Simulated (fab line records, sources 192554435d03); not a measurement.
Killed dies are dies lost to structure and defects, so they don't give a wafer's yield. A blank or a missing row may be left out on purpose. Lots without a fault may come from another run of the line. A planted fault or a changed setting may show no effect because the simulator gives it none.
Which tool did it? | flow n5_finfet | 24 lots, 72 wafers sampled, at 1 step of a route of 1938

WHAT THE GAUGES READ, wafer by wafer
N5_MOL_CONTACT_COAG_CD_MEAS_08: target cd 28 nm. Usual: cd_nm 27.94 nm, standard deviation 0.24.
lot  | measured     | on        | cd_nm (nm)        | flag
L074 | day 4 21:15  | cd_sem-01 | 28.00 27.77 27.73 |
L075 | day 5 01:30  | cd_sem-02 | 28.02 27.74 27.76 |
L076 | day 5 06:36  | cd_sem-02 | 27.95 27.77 28.31 |
L077 | day 5 11:01  | cd_sem-03 | 27.27 27.82 28.03 |
L078 | day 5 20:20  | cd_sem-03 | 27.89 28.29 27.44 |
L079 | day 5 22:04  | cd_sem-01 | 27.84 28.10 27.94 |
L080 | day 6 08:21  | cd_sem-03 | 27.52 27.61 27.88 |
L081 | day 6 12:05  | cd_sem-03 | 27.85 27.87 27.76 |
L082 | day 6 21:11  | cd_sem-02 | 27.73 27.87 27.92 |
L083 | day 7 06:13  | cd_sem-02 | 28.12 27.69 27.82 |
L084 | day 7 09:53  | cd_sem-01 | 27.80 28.08 28.03 |
L085 | day 7 16:23  | cd_sem-01 | 28.09 27.85 27.89 |
L086 | day 7 22:41  | cd_sem-01 | 27.78 28.09 27.62 |
L087 | day 7 23:26  | cd_sem-03 | 27.97 27.91 27.99 |
L088 | day 8 07:36  | cd_sem-02 | 27.63 28.07 27.87 |
L089 | day 8 15:39  | cd_sem-03 | 28.37 27.70 28.04 |
L090 | day 8 18:21  | cd_sem-01 | 28.23 27.91 28.16 |
L091 | day 9 01:14  | cd_sem-01 | 27.83 28.50 28.16 |
L092 | day 9 06:38  | cd_sem-01 | 28.12 28.10 28.03 |
L093 | day 9 14:38  | cd_sem-01 | 28.03 28.40 28.59 |
L094 | day 9 15:08  | cd_sem-01 | 27.96 28.00 28.40 |
L095 | day 9 22:34  | cd_sem-02 | 28.23 28.07 28.12 |
L096 | day 10 04:31 | cd_sem-01 | 28.16 28.02 27.83 |
L097 | day 10 09:59 | cd_sem-02 | 27.95 27.65 27.78 |

WHICH TOOL RAN EACH LOT (tool, then ch and the chambers of the sampled wafers, then the start)
The record holds no process step before these readings.

WHAT THE TOOLS THEMSELVES READ (means of the sampled wafers that have a number; where no wafer has one, the mark that the record gives instead)
The record holds no such reading with a usual standard deviation.

THE ANSWER, worked out from the rows above alone
Rule: a lot is off if the mean of its wafers that have a number lies more than 3 standard deviations from the usual mean. A lot without any number at a reading at which 4 lots or more have one is off too. The other lots that the step has rows for count as sound. The gauges are gone through in route order, then the tools' own readings, and for those a lot's mean is taken as printed above. The first step at which some lot is off is used, and at that step the reading that is off furthest; a lot without a number counts as furthest.
No lot is off at any reading shown: from this, nothing can be told.

WHAT THE SIMULATOR HAD PUT IN
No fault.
